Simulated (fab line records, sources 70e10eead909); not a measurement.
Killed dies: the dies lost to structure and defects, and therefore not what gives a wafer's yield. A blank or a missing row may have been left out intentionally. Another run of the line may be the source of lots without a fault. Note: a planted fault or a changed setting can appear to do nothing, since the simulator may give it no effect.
A struck lot beside a sound one | flow nand-harc | 21 out of 1159 route steps
Sound: these wafers, L440.1, L440.4, L440.5. Struck: wafer L452.6 (left out: L452.3, L452.5 of the same lot, which were not struck); the cause appears at the end.
Order at every step that has rows: each side's tool, ch and its chambers, its first start. Under that, the readings that differ: sound wafers | struck wafers | difference of the means | sigmas: that difference in standard deviations of wafers without a fault.
alike: same words and numbers on both sides, and readings whose means sit less than 2 such deviations apart. not compared: any withheld reading, any reading some wafer has no value for, any bound like >300 that may hide the same value, and any number with overlapping values for which the record gives no deviation.
Wherever a step has rows on one side only, a row that says differs or no value, or a row with sigmas, the two part there. Non-overlapping numbers with no deviation appear without sigmas and do not part them. Lack of a reading on every wafer of one side parts them only where that side has two or more wafers.

NHARC_A_BLC_CMP_25: polishes, t overpolish 30 s, target thk 150 nm.
  sound on cmp-04 ch 0,2,3, day 17 10:50; struck on cmp-02 ch 0, day 20 20:25
  alike: edge-zone-pressure-frac, motor-current-A, overpolish-run-s, time-to-endpoint-s
following that, these wafers have no rows for 1 step: NHARC_A_BLC_SRD_27.
NHARC_A_BLC_INSPECT_28:
  sound on defect-inspect-02, day 17 11:14; struck on defect-inspect-01, day 20 20:48
  alike: raw-defect-count
then, 8 steps without rows for these wafers: NHARC_A_M0_DEP_00 (deposits SiOC, target thk 150 nm); NHARC_A_M0_DEHYDRATE_01 (time 120 s); NHARC_A_M0_HMDS_02 (time 30 s); NHARC_A_M0_COAT_33 (time 65 s); NHARC_A_M0_COAT_03 (resist thk 90 nm); NHARC_A_M0_SOFTBAKE_04 (time 55 s); NHARC_A_M0_EBR_05; NHARC_A_M0_EXPOSE_06 (exposes mask A M0, target cd 80 nm).
NHARC_A_M0_PEB_07: peb time 65 s.
  sound on litho-track-06 ch 0, day 17 12:05; struck on litho-track-04 ch 0, day 20 21:37
then, 1 step without rows for these wafers: NHARC_A_M0_DEVELOP_08 (develop time 35 s).
NHARC_A_M0_CD_MEAS_09: the cd target is 80 nm.
  sound on cd-sem-01 ch 0, day 17 12:10; struck on cd-sem-01 ch 0, day 20 21:43
  reading    | sound          | struck | difference | sigmas
  cd-nm (nm) | 78.9 78.6 79.5 | 85.5   | +6.5       | +10
NHARC_A_M0_OVL_MEAS_10: pitch 160 nm.
  sound on overlay-01, day 17 12:15; struck on overlay-02, day 20 21:47
  reading           | sound       | struck | difference | sigmas
  overlay-x-nm (nm) | 1.4 0.4 0.9 | -1.2   | -2.1       | -3
  alike: overlay-y-nm
NHARC_A_M0_INSPECT_11:
  sound on defect-inspect-02, day 17 12:17; struck on defect-inspect-01, day 20 21:50
  alike: raw-defect-count
NHARC_A_M0_DESCUM_14: chemistry O2, time 3 s.
  sound on rie-diel-02 ch 1,2, day 17 12:22; struck on rie-diel-02 ch 3, day 20 21:55
  reading               | sound            | struck | difference | sigmas
  model.A_M0.cd-nm (nm) | 79.6 78.14 79.57 | 86.04  | +6.94      |
  alike: drypump-motor-current-A, oes-product-au, rf-vpp-V, showerhead-plenum-p-Torr, throttle-valve-pct
  not compared: rf-hours-counter-h
NHARC_A_M0_ETCH_34: etches the open film in N2/H2, target depth 40 nm, overetch 12 nm, time 43.94 s.
  sound on rie-diel-02 ch 0,1,2, day 17 12:28; struck on rie-diel-02 ch 1, day 20 21:58
  alike: drypump-motor-current-A, oes-product-au, rf-vpp-V, showerhead-plenum-p-Torr, throttle-valve-pct
  not compared: rf-hours-counter-h
NHARC_A_M0_ETCH_15: etches the open film in C4F8/Ar, target depth 150 nm, overetch 15 nm, time 82.5 s.
  sound on rie-diel-02 ch 0,1,2; struck on rie-diel-02 ch 3
  reading               | sound             | struck | difference | sigmas
  model.A_M0.cd-nm (nm) | 79.68 77.85 79.31 | 85.66  | +6.71      |
  alike: oes-product-au, rf-vpp-V
  not compared: rf-hours-counter-h
NHARC_A_M0_CD_MEAS_16:
  sound on cd-sem-01, day 17 12:41; struck on cd-sem-01, day 20 22:12
  reading    | sound          | struck | difference | sigmas
  cd-nm (nm) | 79.4 78.0 79.5 | 85.5   | +6.5       | +7
NHARC_END_SORT_01:
  sound on prober-02 ch 0, day 19 09:58; struck on prober-02 ch 0, day 22 19:44
  alike: defect-limited-yield, killed-at-array, killed-at-other, killed-at-periphery, killed-dies, killed-open, killed-short, sort_bin_2_pct, sort_bin_3_pct, sort_bin_4_pct, sort-n-pass, sort-rim-yield-pct, sort-yield-pct

## WHERE THEY PART
First at NHARC_A_M0_CD_MEAS_09; last, within this record, at NHARC_A_M0_CD_MEAS_16. Later steps at which nothing parts them and some readings are alike: NHARC_END_SORT_01.

WHY: what the simulator had put in
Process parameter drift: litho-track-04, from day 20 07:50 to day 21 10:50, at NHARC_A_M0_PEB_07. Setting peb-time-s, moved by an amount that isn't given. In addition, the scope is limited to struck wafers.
